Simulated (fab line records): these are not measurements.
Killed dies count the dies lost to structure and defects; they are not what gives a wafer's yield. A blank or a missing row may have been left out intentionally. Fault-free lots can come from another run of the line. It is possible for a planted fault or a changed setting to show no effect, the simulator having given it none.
fab line records | flow n5_finfet
record: lots: 7 | wafers: 39
route steps=1938 shown WELL_APT@32 DUMMY_GATE@246 HKMG_FIN@402 GATE_CUT@493
start_h: the number of hours between the record's first day and the start of the first shown wafer of the lot | wait_h: time in hours since the lot's previous step | " unchanged from the row above | L1.1+2: a row that stands for several wafers | - no value, or no start given | * or withheld: withheld | < > ~ a bound
route shown NAME@n: a module of which the file shows steps, and the number in the route of the first | usual: mean and standard deviation over wafers with no fault | same: alike in all rows | chamber/n: place in a boat | sites: per-site readings | _std_site: how widely they spread, as a standard deviation | _edge_site: inner sites' mean taken away from outer sites' mean | radius_mm: how far each site lies from the wafer's centre | mask NAME#n: copy n | behind: the last tool/chamber to shape the wafer | hold: cause of the lot's hold/its duration in hours/its outcome | device: transistor that didn't switch, given as n, p or np | end of line: tests run on the same wafers once the route is complete | a step without rows: its recipe alone | killed: at the first sort, the dies lost to defects and structure; wafer yield is something else | map: the dies of a wafer, with x for killed, . for not killed, _ for no die there
set.NAME: the setting that was run; set.NAME@STEP: the one run at that earlier step | model.NAME: the simulator's own value behind a step, which no gauge read
lots where settings were altered on purpose, with a table for each step and a row for each wafer
== steps ==
step: N5_WELL_APT_IMPLANT_14
recipe: species: P | energy_kev: 160 | dose_cm2: 1.5e+13 | tilt_deg: 0 | rotation_deg: 0
lot.wafer        | tool         | chamber | start_h | wait_h | set.energy_kev | model.implant.rp_nm | model.implant.drp_nm
L074.1+4+5       | implanter-02 | 0       | 13.76   | 0.1    | 176.4          | 220.6               | 70.84
L074.2+3+6       | "            | 0       | "       | "      | 160            | 199.5               | 65.9
L078.2+3+6       | implanter-02 | 0       | 38.54   | 0.1    | 160            | 204.7               | 65.9
L080.1+2+3+4+5+6 | implanter-02 | 0       | 49.89   | 0.1    | 160            | 204.3               | 65.9
L084.1+4+5       | implanter-02 | 0       | 74.27   | 0.1    | 160            | 202.6               | 65.9
L084.2+3+6       | "            | 0       | "       | "      | 154.9          | 195.9               | 64.34
L090.1+2+3+4+5+6 | implanter-01 | 0       | 109.86  | 0.1    | 160            | 197.4               | 65.9
L092.1+2+3+4+5+6 | implanter-02 | 0       | 121.87  | 0.1    | 160            | 209.2               | 65.9
L093.1+2+3       | implanter-02 | 0       | 128.00  | 0.1    | 160            | 199                 | 65.9
L093.4+5+6       | "            | 0       | "       | "      | 172.8          | 215.4               | 69.75
step: N5_DUMMY_GATE_ETCH_32
recipe: chemistry: CF4 | target: SiO2 | target_depth_a: 35 | time_s: 3.9 | ion_energy_ev: 350 | pressure_mtorr: 10 | icp_w: 800 | bias_w: 400 | cf4_flow_sccm: 80
lot.wafer | tool      | chamber | start_h | wait_h | set.time_s | model.etch.depth_nm
L074.1    | rie_si-06 | 0       | 46.16   | 0.1    | 3.9        | 3.427
L074.2    | "         | 2       | "       | "      | 4.413      | 3.933
L074.3    | "         | 1       | "       | "      | 4.413      | 3.852
L074.4    | "         | 3       | "       | "      | 3.9        | 3.543
L074.5    | "         | 2       | "       | "      | 4.413      | 3.93
L074.6    | "         | 1       | "       | "      | 3.9        | 3.385
L078.2    | rie_si-01 | 3       | 72.61   | 0.1    | 3.9        | 3.529
L078.3    | "         | 1       | "       | "      | 3.9        | 3.392
L078.6    | "         | 3       | "       | "      | 3.9        | 3.505
L080.1    | rie_si-04 | 2       | 84.97   | 0.1    | 3.9        | 3.539
L080.2    | "         | 1       | "       | "      | 3.9        | 3.301
L080.3    | "         | 3       | "       | "      | 3.9        | 3.547
L080.4    | "         | 0       | "       | "      | 3.9        | 3.732
L080.5    | "         | 0       | "       | "      | 3.9        | 3.711
L080.6    | "         | 1       | "       | "      | 3.9        | 3.307
L084.1    | rie_si-01 | 2       | 108.89  | 0.1    | 3.9        | 3.634
L084.2    | "         | 1       | "       | "      | 3.9        | 3.411
L084.3    | "         | 3       | "       | "      | 3.9        | 3.493
L084.4    | "         | 0       | "       | "      | 3.9        | 3.541
L084.5    | "         | 3       | "       | "      | 3.9        | 3.521
L084.6    | "         | 0       | "       | "      | 3.9        | 3.534
L090.1    | rie_si-04 | 3       | 144.93  | 0.1    | 3.9        | 3.532
L090.2    | "         | 2       | "       | "      | 4.56       | 4.099
L090.3    | "         | 1       | "       | "      | 3.9        | 3.303
L090.4    | "         | 0       | "       | "      | 4.56       | 4.326
L090.5    | "         | 2       | "       | "      | 3.9        | 3.501
L090.6    | "         | 3       | "       | "      | 4.56       | 4.15
L092.1    | rie_si-01 | 3       | 155.39  | 0.1    | 3.228      | 2.958
L092.2    | "         | 1       | "       | "      | 3.9        | 3.396
L092.3    | "         | 0       | "       | "      | 3.9        | 3.532
L092.4    | "         | 2       | "       | "      | 3.228      | 3.023
L092.5    | "         | 1       | "       | "      | 3.9        | 3.408
L092.6    | "         | 2       | "       | "      | 3.228      | 2.994
L093.1    | rie_si-04 | 2       | 161.67  | 0.1    | 2.994      | 2.696
L093.2    | "         | 0       | "       | "      | 3.9        | 3.734
L093.3    | "         | 1       | "       | "      | 2.994      | 2.574
L093.4    | "         | 3       | "       | "      | 2.994      | 2.756
L093.5    | "         | 0       | "       | "      | 3.9        | 3.741
L093.6    | "         | 1       | "       | "      | 3.9        | 3.343
step: N5_HKMG_FIN_ETCH_54
recipe: chemistry: CF4 | target: SiARC | target_depth_a: 455 | mask_material: CAR-ArF | time_s: 75.8 | ion_energy_ev: 80 | pressure_mtorr: 40 | source_w: 545 | bias_w: 36 | Ar_flow_sccm: 100 | cf4_flow_sccm: 100 | ends: cleared
usual: etch_rf_on_time_s: 76/3.2 | rf_vpp_V: 184.5/1.1
lot.wafer | tool        | chamber | start_h | wait_h | set.source_w | etch_rf_on_time_s | rf_vpp_V
L074.1    | rie_diel-05 | 1       | 71.50   | 0.0    | 640.3        | 64                | 174.3
L074.2    | "           | 3       | "       | "      | 640.3        | 65                | 174.6
L074.3    | "           | 2       | "       | "      | 545          | 79                | 184.0
L074.4    | "           | 0       | "       | "      | 545          | 69                | 183.3
L074.5    | "           | 3       | "       | "      | 640.3        | 65                | 174.6
L074.6    | "           | 2       | "       | "      | 545          | 79                | 185.5
L078.2    | rie_diel-02 | 1       | 98.61   | 0.0    | 545          | 81                | 184.8
L078.3    | "           | 2       | "       | "      | 545          | 77                | 185.2
L078.6    | "           | 1       | "       | "      | 545          | 81                | 186.9
L080.1    | rie_diel-01 | 0       | 110.82  | 0.0    | 545          | 75                | 183.2
L080.2    | "           | 2       | "       | "      | 545          | 80                | 184.8
L080.3    | "           | 3       | "       | "      | 629.6        | 68                | 175.2
L080.4    | "           | 0       | "       | "      | 629.6        | 66                | 175.5
L080.5    | "           | 3       | "       | "      | 629.6        | 67                | 176.3
L080.6    | "           | 2       | "       | "      | 545          | 80                | 186.5
L084.1    | rie_diel-05 | 3       | 133.64  | 0.0    | 545          | 74                | 185.3
L084.2    | "           | 2       | "       | "      | 545          | 79                | 184.3
L084.3    | "           | 1       | "       | "      | 545          | 75                | 186.5
L084.4    | "           | 0       | "       | "      | 545          | 69                | 183.4
L084.5    | "           | 3       | "       | "      | 545          | 74                | 185.0
L084.6    | "           | 2       | "       | "      | 545          | 79                | 184.7
L090.1    | rie_diel-05 | 0       | 172.75  | 0.0    | 545          | 71                | 182.5
L090.2    | "           | 1       | "       | "      | 545          | 76                | 184.9
L090.3    | "           | 3       | "       | "      | 504.5        | 81                | 189.0
L090.4    | "           | 2       | "       | "      | 504.5        | 85                | 189.0
L090.5    | "           | 2       | "       | "      | 504.5        | 86                | 190.3
L090.6    | "           | 3       | "       | "      | 545          | 75                | 183.5
L092.1    | rie_diel-01 | 3       | 180.54  | 0.0    | 545          | 78                | 183.7
L092.2    | "           | 1       | "       | "      | 545          | 78                | 185.8
L092.3    | "           | 0       | "       | "      | 545          | 77                | 182.0
L092.4    | "           | 2       | "       | "      | 545          | 81                | 183.9
L092.5    | "           | 1       | "       | "      | 545          | 78                | 186.3
L092.6    | "           | 0       | "       | "      | 545          | 78                | 182.0
L093.1    | rie_diel-02 | 3       | 190.66  | 0.0    | 545          | 72                | 182.8
L093.2    | "           | 1       | "       | "      | 460.4        | 95                | 195.1
L093.3    | "           | 0       | "       | "      | 460.4        | 87                | 194.3
L093.4    | "           | 2       | "       | "      | 545          | 77                | 185.0
L093.5    | "           | 2       | "       | "      | 460.4        | 90                | 196.1
L093.6    | "           | 3       | "       | "      | 545          | 71                | 185.2
step: N5_GATE_CUT_ETCH_37
recipe: chemistry: N2/H2 | target: SOC | target_depth_a: 600 | overetch_a: 120 | mask_material: SiARC | temp_c: 40 | time_s: 90 | ion_energy_ev: 200 | pressure_mtorr: 30 | source_w: 840 | bias_w: 150 | n2_flow_sccm: 200 | h2_flow_sccm: 200
usual: rf_vpp_V: 522.5/2.7
lot.wafer | tool        | chamber | start_h | wait_h | set.bias_w | rf_vpp_V
L074.1    | rie_diel-04 | 0       | 83.79   | 0.0    | 139.2      | 496.3
L074.2    | "           | 3       | "       | "      | 139.2      | 494.3
L074.3    | "           | 2       | "       | "      | 150        | 524.0
L074.4    | "           | 1       | "       | "      | 150        | 527.5
L074.5    | "           | 1       | "       | "      | 150        | 525.7
L074.6    | "           | 0       | "       | "      | 139.2      | 496.5
L078.2    | rie_diel-03 | 1       | 112.25  | 0.0    | 150        | 521.4
L078.3    | "           | 3       | "       | "      | 150        | 520.2
L078.6    | "           | 0       | "       | "      | 150        | 526.4
L080.1    | rie_diel-04 | 0       | 123.66  | 0.0    | 141.3      | 502.9
L080.2    | "           | 2       | "       | "      | 150        | 525.9
L080.3    | "           | 1       | "       | "      | 150        | 527.4
L080.4    | "           | 1       | "       | "      | 150        | 526.5
L080.5    | "           | 0       | "       | "      | 141.3      | 500.7
L080.6    | "           | 2       | "       | "      | 141.3      | 505.9
L084.1    | rie_diel-04 | 2       | 145.08  | 0.0    | 150        | 523.9
L084.2    | "           | 3       | "       | "      | 150        | 516.8
L084.3    | "           | 1       | "       | "      | 150        | 525.9
L084.4    | "           | 0       | "       | "      | 150        | 521.0
L084.5    | "           | 0       | "       | "      | 150        | 520.6
L084.6    | "           | 1       | "       | "      | 150        | 527.2
L090.1    | rie_diel-03 | 0       | 184.19  | 0.0    | 174.1      | 577.6
L090.2    | "           | 1       | "       | "      | 174.1      | 574.1
L090.3    | "           | 3       | "       | "      | 150        | 519.8
L090.4    | "           | 0       | "       | "      | 174.1      | 578.4
L090.5    | "           | 3       | "       | "      | 150        | 519.9
L090.6    | "           | 1       | "       | "      | 150        | 522.0
L092.1    | rie_diel-03 | 1       | 193.62  | 0.0    | 150        | 520.7
L092.2    | "           | 0       | "       | "      | 150        | 524.1
L092.3    | "           | 3       | "       | "      | 178.5      | 578.8
L092.4    | "           | 0       | "       | "      | 178.5      | 587.0
L092.5    | "           | 1       | "       | "      | 178.5      | 579.5
L092.6    | "           | 3       | "       | "      | 150        | 520.8
L093.1    | rie_diel-04 | 3       | 202.41  | 0.0    | 150        | 518.4
L093.2    | "           | 0       | "       | "      | 150        | 520.6
L093.3    | "           | 1       | "       | "      | 150        | 525.0
L093.4    | "           | 0       | "       | "      | 150        | 520.8
L093.5    | "           | 1       | "       | "      | 150        | 526.6
L093.6    | "           | 3       | "       | "      | 150        | 517.0
== key ==
split: step: N5_WELL_APT_IMPLANT_14 | setting: energy_kev | stated: 160 | by: wafer
response: step: N5_WELL_APT_IMPLANT_14 | reading: model.implant.rp_nm | change: +2.06 | per: 1% | r: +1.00
response: step: N5_WELL_APT_IMPLANT_14 | reading: model.implant.drp_nm | change: +0.482 | per: 1% | r: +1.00
split: step: N5_DUMMY_GATE_ETCH_32 | setting: time_s | stated: 3.9 | by: wafer
response: step: N5_DUMMY_GATE_ETCH_32 | reading: model.etch.depth_nm | change: +0.0371 | per: 1% | r: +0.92
split: step: N5_HKMG_FIN_ETCH_54 | setting: source_w | stated: 545 | by: wafer
response: step: N5_HKMG_FIN_ETCH_54 | reading: etch_rf_on_time_s | change: * | per: 1% | r: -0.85
response: step: N5_HKMG_FIN_ETCH_54 | reading: rf_vpp_V | change: -0.621 | per: 1% | r: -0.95
split: step: N5_GATE_CUT_ETCH_37 | setting: bias_w | stated: 150 | by: wafer
response: step: N5_GATE_CUT_ETCH_37 | reading: rf_vpp_V | change: +3.39 | per: 1% | r: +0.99
